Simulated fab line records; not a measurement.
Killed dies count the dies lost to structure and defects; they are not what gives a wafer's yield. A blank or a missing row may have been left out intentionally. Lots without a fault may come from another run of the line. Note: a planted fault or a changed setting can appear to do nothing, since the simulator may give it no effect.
Chamber matching :: flow n5_finfet :: 4 sister chambers for N5_MOL_CONTACT_COAG_ETCH_47 on rie_diel-05
The step etches SiNx in CH3F/O2, stops on W, target depth 27 nm. 8 wafers are shown with their chamber, then 9 later ones without.

## WAFERS WITH THEIR CHAMBER
wafer: L081.5
chamber: 3
throttle_valve_pct (%): 16.67
drypump_motor_current_A (A): 5.92

wafer: L084.1
chamber: 3
throttle_valve_pct (%): 16.66
drypump_motor_current_A (A): 5.88

wafer: L084.4
chamber: 1
throttle_valve_pct (%): 15.80
drypump_motor_current_A (A): 5.79

wafer: L089.4
chamber: 2
throttle_valve_pct (%): 16.46
drypump_motor_current_A (A): 6.12

wafer: L089.5
chamber: 0
throttle_valve_pct (%): 16.05
drypump_motor_current_A (A): 5.59

wafer: L090.2
chamber: 1
throttle_valve_pct (%): 15.82
drypump_motor_current_A (A): 5.82

wafer: L090.3
chamber: 2
throttle_valve_pct (%): 16.48
drypump_motor_current_A (A): 6.11

wafer: L090.4
chamber: 0
throttle_valve_pct (%): 16.06
drypump_motor_current_A (A): 5.60

## WAFERS MISSING THEIR CHAMBER
wafer: L091.3
throttle_valve_pct (%): 15.83
drypump_motor_current_A (A): 5.79

wafer: L091.4
throttle_valve_pct (%): 16.05
drypump_motor_current_A (A): 5.60

wafer: L091.6
throttle_valve_pct (%): 15.81
drypump_motor_current_A (A): 5.81

wafer: L095.1
throttle_valve_pct (%): 15.85
drypump_motor_current_A (A): 5.81

wafer: L095.4
throttle_valve_pct (%): 16.23
drypump_motor_current_A (A): 5.89

wafer: L095.5
throttle_valve_pct (%): 15.85
drypump_motor_current_A (A): 5.80

wafer: L096.3
throttle_valve_pct (%): 16.08
drypump_motor_current_A (A): 5.53

wafer: L096.5
throttle_valve_pct (%): 16.08
drypump_motor_current_A (A): 5.56

wafer: L096.6
throttle_valve_pct (%): 16.22
drypump_motor_current_A (A): 5.89

## EACH ONE'S CHAMBER
wafer: L091.3
from the rows above: 1
in truth: 1

wafer: L091.4
from the rows above: 0
in truth: 0

wafer: L091.6
from the rows above: 1
in truth: 1

wafer: L095.1
from the rows above: 1
in truth: 1

wafer: L095.4
from the rows above: 0
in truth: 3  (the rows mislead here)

wafer: L095.5
from the rows above: 1
in truth: 1

wafer: L096.3
from the rows above: 0
in truth: 0

wafer: L096.5
from the rows above: 0
in truth: 0

wafer: L096.6
from the rows above: 0
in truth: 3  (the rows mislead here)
Correct placement for 7 of the 9. Number that these rows cannot place: 0. Placed wrongly: 2.
How it was worked out, from the rows above alone: a wafer's distance from a chamber is the root of the sum, over the readings, of the square of ((its reading less the chamber's mean) divided by the reading's scatter). The wafer belongs to the nearest chamber; if the next one is less than 2 further off, it can't be placed. The mean given for a chamber averages the wafers shown for that chamber. The scatter: take each reading less its chamber's mean, square it, sum over the shown wafers, divide by the number of wafers less the number of chambers, and take the root.
